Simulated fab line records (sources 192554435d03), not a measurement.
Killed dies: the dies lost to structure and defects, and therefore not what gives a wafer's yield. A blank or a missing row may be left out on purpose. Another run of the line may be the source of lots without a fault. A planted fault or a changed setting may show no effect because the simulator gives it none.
fab line records    flow n5Finfet    part 2 of 2: steps 28 to 32 of 32
record lots=5  wafers=15  lastDay=16
route steps=1938 shown BEOL_M2@918 BEOL_M3@931
lots that met no fault: from a run of the same line without faults
startH: hours from the record's opening day to when the first of the lot's shown wafers began    waitH: how many hours have passed since the lot's step before this one    " repeats the value in the row above    L1.1+2: one row covering several wafers at once    - no value, or no start was given    * or withheld: withheld    < > ~ a bound
route shown NAME@n: a module of which the file shows steps, and the number in the route of the first    usual: mean/standard deviation taken from wafers without a fault    same: alike in all rows    chamber/n: place in a boat    sites: the reading at each site    _std_site: how widely they spread, as a standard deviation    _edge_site: inner sites' mean taken away from outer sites' mean    radiusMm: how far each site lies from the wafer's centre    mask NAME#n: copy n    behind: the last tool/chamber to shape the wafer    hold: what put the lot on hold/how long, in hours/how the hold closed    device: names the non-switching transistor (n, p or np)    end of line: the route-end tests of the same wafers    for a step that has no rows: nothing shown but its recipe    killed: at the first sort, the dies lost to defects and structure; wafer yield is something else    map: per-die view of a wafer (x killed, . not killed, _ where there is no die)
set.NAME: the run value of the setting; set.NAME@STEP: its run value at that earlier step    model.NAME: the simulator's own value behind a step, which no gauge read
lots seen at some steps along the route; tables by step, rows by wafer
services: a tool's chamber out of use, with start hour (startH, from the record's first day; less than 0 if before it), hours out, and reason
## steps
# step N5_BEOL_M3_OVL_MEAS_12
# recipe pointsPerWafer=522
# usual M3_OVL=0.1/0.62
# same pointsPerWafer=522
lot.wafer  tool        chamber  startH  waitH  M3_OVL[nm]
L074.4     overlay-01  0        146.64  0.0    0.5
L074.5     "           0        "       "      -0.5
L074.6     "           0        "       "      -0.2
L077.1     overlay-01  0        159.81  0.0    -0.1
L077.2     "           0        "       "      0.3
L077.4     "           0        "       "      0.6
L079.2     overlay-01  0        176.38  0.0    -0.7
L079.5     "           0        "       "      0.2
L079.6     "           0        "       "      0.5
L085.1     overlay-02  0        208.46  0.0    -0.4
L085.2     "           0        "       "      -1.0
L085.4     "           0        "       "      0.0
L089.3     overlay-01  0        255.78  0.0    0.3
L089.5     "           0        "       "      0.8
L089.6     "           0        "       "      1.0
# step N5_BEOL_M3_INSPECT_13
# recipe mode=adi  inspectInstrument=brightfield
# usual rawDefectCount=397/95
lot.wafer  tool              chamber  startH  waitH  rawDefectCount
L074.4     defectInspect-02  -        146.68  0.0    315
L074.5     "                 -        "       "      379
L074.6     "                 -        "       "      292
L077.1     defectInspect-02  -        159.87  0.1    451
L077.2     "                 -        "       "      338
L077.4     "                 -        "       "      323
L079.2     defectInspect-02  -        176.43  0.0    468
L079.5     "                 -        "       "      508
L079.6     "                 -        "       "      549
L085.1     defectInspect-01  -        208.52  0.1    472
L085.2     "                 -        "       "      533
L085.4     "                 -        "       "      443
L089.3     defectInspect-01  -        255.82  0.0    453
L089.5     "                 -        "       "      563
L089.6     "                 -        "       "      345
# step N5_BEOL_M3_DESCUM_16
# recipe chemistry=O2  timeS=7  sourcePowerW=50  biasPowerW=20  pressureMtorr=20  rfFrequencyHz=2.712e+07  tempC=40  resist=CAR-EUV  o2FlowSccm=225
# usual chamberPressureMTorr=19.999/0.022  drypumpMotorCurrentA=5.9/0.38  oesProductAu=0.74/0.077  rfVppV=242.9/1.6  showerheadPlenumPTorr=2.08/0.084  throttleValvePct=20.54/0.21
lot.wafer  tool        chamber  startH  waitH  chamberPressureMTorr  drypumpMotorCurrentA  oesProductAu  rfHoursCounterH  rfVppV  showerheadPlenumPTorr  throttleValvePct
L074.4     rieDiel-05  0        146.71  0.0    19.977                6.4                   0.70          236              242.3   1.97                   20.94
L074.5     "           3        "       "      19.983                6.2                   0.70          -                245.4   2.17                   20.64
L074.6     "           0        "       "      19.994                6.4                   0.71          -                241.9   1.97                   20.93
L077.1     rieDiel-06  2        159.90  0.0    19.992                5.6                   0.78          135              240.3   1.93                   20.53
L077.2     "           1        "       "      19.989                5.2                   0.71          219              241.2   2.07                   20.22
L077.4     "           3        "       "      20.002                6.2                   0.75          153              243.9   2.09                   20.86
L079.2     rieDiel-06  3        176.47  0.0    19.994                6.2                   0.75          157              242.1   2.09                   20.87
L079.5     "           1        "       "      20.005                5.2                   0.70          -                242.8   2.07                   20.23
L079.6     "           2        "       "      20.022                5.6                   0.78          -                241.5   1.92                   20.54
L085.1     rieDiel-01  3        208.81  0.3    19.985                5.6                   0.70          200              244.4   2.17                   20.72
L085.2     "           0        "       "      20.003                6.2                   0.71          219              241.9   1.98                   20.59
L085.4     "           2        "       "      20.015                5.2                   0.89          22               241.5   2.05                   20.37
L089.3     rieDiel-01  0        255.86  0.0    19.989                6.2                   0.71          231              241.3   1.98                   20.61
L089.5     "           2        "       "      20.001                5.2                   0.86          -                242.2   2.05                   20.41
L089.6     "           1        "       "      20.003                6.1                   0.70          -                242.5   2.06                   20.67
# step N5_BEOL_M3_ETCH_74
# recipe chemistry=N2/H2  target=underlayer  targetDepthA=65  maskMaterial=CAR-EUV  timeS=5.2  ionEnergyEv=200  pressureMtorr=30  sourceW=840  biasW=150  n2FlowSccm=200  h2FlowSccm=200  ends=cleared
# usual chamberPressureMTorr=29.99/0.1  drypumpMotorCurrentA=5.9/0.38  etchRfOnTimeS=5.16/0.15  oesProductAu=0.64/0.072  rfVppV=523/3.1  showerheadPlenumPTorr=2.52/0.1  throttleValvePct=17.96/0.24
lot.wafer  tool        chamber  startH  waitH  chamberPressureMTorr  drypumpMotorCurrentA  etchRfOnTimeS  oesProductAu  rfHoursCounterH  rfVppV  showerheadPlenumPTorr  throttleValvePct
L074.4     rieDiel-05  0        146.75  0.0    29.95                 6.4                   5.12           0.60          236              522     2.41                   18.45
L074.5     "           3        "       "      29.90                 6.1                   5.09           0.60          -                526     2.64                   18.09
L074.6     "           0        "       "      30.04                 6.5                   5.17           0.61          -                520     2.41                   18.45
L077.1     rieDiel-06  2        159.94  0.0    30.02                 5.6                   5.02           0.69          135              517     2.35                   18.01
L077.2     "           1        "       "      30.01                 5.2                   5.23           0.61          219              523     2.51                   17.66
L077.4     "           3        "       "      30.00                 6.2                   5.25           0.63          153              525     2.54                   18.29
L079.2     rieDiel-06  3        176.50  0.0    29.99                 6.2                   5.25           0.64          157              523     2.54                   18.30
L079.5     "           1        "       "      30.04                 5.2                   5.25           0.61          -                526     2.50                   17.69
L079.6     "           2        "       "      30.02                 5.6                   5.03           0.68          -                518     2.35                   18.02
L085.1     rieDiel-01  3        208.85  0.0    30.04                 5.6                   5.11           0.61          200              527     2.62                   18.04
L085.2     "           0        "       "      30.04                 6.2                   5.18           0.61          219              522     2.40                   18.08
L085.4     "           2        "       "      29.98                 5.2                   4.97           0.78          22               522     2.48                   17.74
L089.3     rieDiel-01  0        255.89  0.0    30.00                 6.2                   5.20           0.59          231              520     2.40                   18.14
L089.5     "           2        "       "      29.94                 5.3                   4.95           0.76          -                521     2.47                   17.74
L089.6     "           1        "       "      30.01                 6.1                   5.44           0.59          -                523     2.49                   18.11
# step N5_BEOL_M3_ETCH_63
# recipe chemistry=CF4  target=SiARC  targetDepthA=156  maskMaterial=CAR-EUV  timeS=26  ionEnergyEv=80  pressureMtorr=40  sourceW=545  biasW=36  Ar_flow_sccm=100  cf4FlowSccm=100  ends=cleared
# usual chamberPressureMTorr=40.00/0.033  drypumpMotorCurrentA=5.9/0.38  etchRfOnTimeS=25.9/0.79  oesProductAu=0.64/0.072  rfVppV=183.9/1.3  showerheadPlenumPTorr=2.12/0.081  throttleValvePct=15.72/0.22
lot.wafer  tool        chamber  startH  waitH  chamberPressureMTorr  drypumpMotorCurrentA  etchRfOnTimeS  oesProductAu  rfHoursCounterH  rfVppV  showerheadPlenumPTorr  throttleValvePct
L074.4     rieDiel-05  0        146.76  0.0    39.97                 6.4                   25.7           0.61          236              183.0   2.03                   16.18
L074.5     "           3        "       "      39.94                 6.1                   25.8           0.60          -                183.5   2.21                   15.83
L074.6     "           0        "       "      40.01                 6.4                   25.5           0.60          -                182.2   2.03                   16.17
L077.1     rieDiel-06  2        159.95  0.0    40.01                 5.6                   25.0           0.69          135              183.0   1.98                   15.73
L077.2     "           1        "       "      40.02                 5.2                   26.0           0.61          219              183.1   2.12                   15.56
L077.4     "           3        "       "      40.00                 6.2                   26.1           0.64          153              184.9   2.14                   15.99
L079.2     rieDiel-06  3        176.52  0.0    40.06                 6.2                   26.3           0.64          157              184.7   2.13                   15.97
L079.5     "           1        "       "      40.01                 5.2                   26.1           0.61          -                185.1   2.12                   15.56
L079.6     "           2        "       "      39.96                 5.6                   25.1           0.68          -                181.9   1.98                   15.75
L085.1     rieDiel-01  3        208.86  0.0    39.96                 5.7                   25.2           0.62          200              184.2   2.21                   15.87
L085.2     "           0        "       "      39.95                 6.2                   26.3           0.60          219              182.9   2.03                   15.72
L085.4     "           2        "       "      39.98                 5.2                   25.2           0.77          22               184.2   2.09                   15.35
L089.3     rieDiel-01  0        255.91  0.0    40.03                 6.2                   26.4           0.60          231              181.5   2.03                   15.74
L089.5     "           2        "       "      40.01                 5.3                   25.5           0.75          -                184.5   2.08                   15.36
L089.6     "           1        "       "      40.01                 6.1                   27.7           0.59          -                183.9   2.11                   15.92
## services
tool           chamber  startH  hours  kind
pecvd-04       -        119.65  6.0    pm
rieDiel-01     3        123.80  3.1    repair
cmp-02         -        126.03  1.2    repair
euvScanner-02  -        126.75  7.5    repair
cmp-04         -        128.05  1.6    repair
euvScanner-01  -        134.29  1.0    pm
euvScanner-02  -        135.30  1.0    pm
euvScanner-02  -        139.22  3.2    repair
pecvd-04       -        162.33  0.7    repair
cmp-04         -        168.60  0.6    repair
euvScanner-02  -        189.60  1.0    pm
rieDiel-06     0        190.33  6.5    repair
pecvd-02       -        191.46  0.7    repair
rieDiel-06     2        195.78  28.7   repair
rieDiel-05     1        197.55  24.1   repair
euvScanner-02  -        197.56  5.8    pm
pvdSputter-02  -        200.34  4.0    repair
pecvd-02       -        206.66  0.6    repair
pecvd-02       -        219.26  2.8    pm
pecvd-02       2        232.76  12.9   repair
rieDiel-05     1        244.64  5.5    repair
euvScanner-02  -        245.75  1.0    pm
euvScanner-02  -        248.17  4.6    pm
rieDiel-01     0        249.43  3.8    repair
